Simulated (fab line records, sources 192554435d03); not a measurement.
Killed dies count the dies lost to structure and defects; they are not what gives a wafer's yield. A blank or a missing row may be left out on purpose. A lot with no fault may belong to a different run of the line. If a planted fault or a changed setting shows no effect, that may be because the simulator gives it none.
Chamber matching ; flow n5Finfet ; cmp-01 running N5_GATE_CUT_CMP_43: 4 sister chambers
The step polishes SiO2. 14 wafers are shown with their chamber, then 7 later ones without.

## WAFERS PAIRED WITH THEIR CHAMBERS
wafer;chamber;motorCurrentA (A);edgeZonePressureFrac;slurryFilterDpKPa (kPa)
L074.2;0;11.5;1.003;13.46
L074.3;1;12.0;0.990;13.33
L074.5;1;12.3;0.990;13.58
L080.4;0;11.1;1.005;13.43
L080.5;2;10.5;1.009;13.67
L080.6;3;12.1;0.997;13.72
L081.2;3;11.7;0.997;13.42
L081.3;1;12.6;0.994;13.77
L081.4;0;11.5;1.012;13.40
L087.1;0;11.9;1.002;13.37
L087.2;2;10.6;0.992;13.56
L087.5;1;12.0;0.999;13.30
L091.1;0;11.1;0.992;13.62
L091.4;3;12.0;1.000;13.32

SIGNATURES (averages over the wafers above)
reading;chamber 0;chamber 1;chamber 2;chamber 3;scatter within a chamber
motorCurrentA;11.420;12.225;10.550;11.933;0.281
edgeZonePressureFrac;1.00280;0.99325;1.00050;0.99800;0.00642
slurryFilterDpKPa;13.4560;13.4950;13.6150;13.4867;0.167
Rule: distance of a wafer from a chamber = root of the sum over the readings of ((wafer's reading minus chamber's mean) / reading's scatter) squared. If the next closest chamber is less than 2 further off than the closest, the wafer can't be placed; otherwise it belongs to the closest. The scatter: take each reading less its chamber's mean, square it, sum over the shown wafers, divide by the number of wafers less the number of chambers, and take the root.

## WAFERS WITHOUT THEIR CHAMBER
wafer;motorCurrentA (A);edgeZonePressureFrac;slurryFilterDpKPa (kPa)
L091.5;11.0;0.990;13.66
L093.2;11.8;0.992;13.54
L093.5;12.4;0.993;13.30
L093.6;11.6;0.995;13.61
L095.3;11.6;0.993;13.35
L095.5;11.8;1.004;13.41
L095.6;11.8;1.002;13.20

## WHICH CHAMBER EACH ONE RAN IN
wafer;from the rows above;in truth
L091.5;can't be placed: 2 or 0 or 3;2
L093.2;can't be placed: 3 or 1 or 0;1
L093.5;can't be placed: 1 or 3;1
L093.6;can't be placed: 3 or 0 or 1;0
L095.3;can't be placed: 3 or 0 or 1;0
L095.5;can't be placed: 3 or 0 or 1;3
L095.6;can't be placed: 3 or 0 or 1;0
Correct placement for 0 of the 7. Can't be placed from these rows: 7 (the true chamber is among the candidates in 7). 0 placed wrongly.
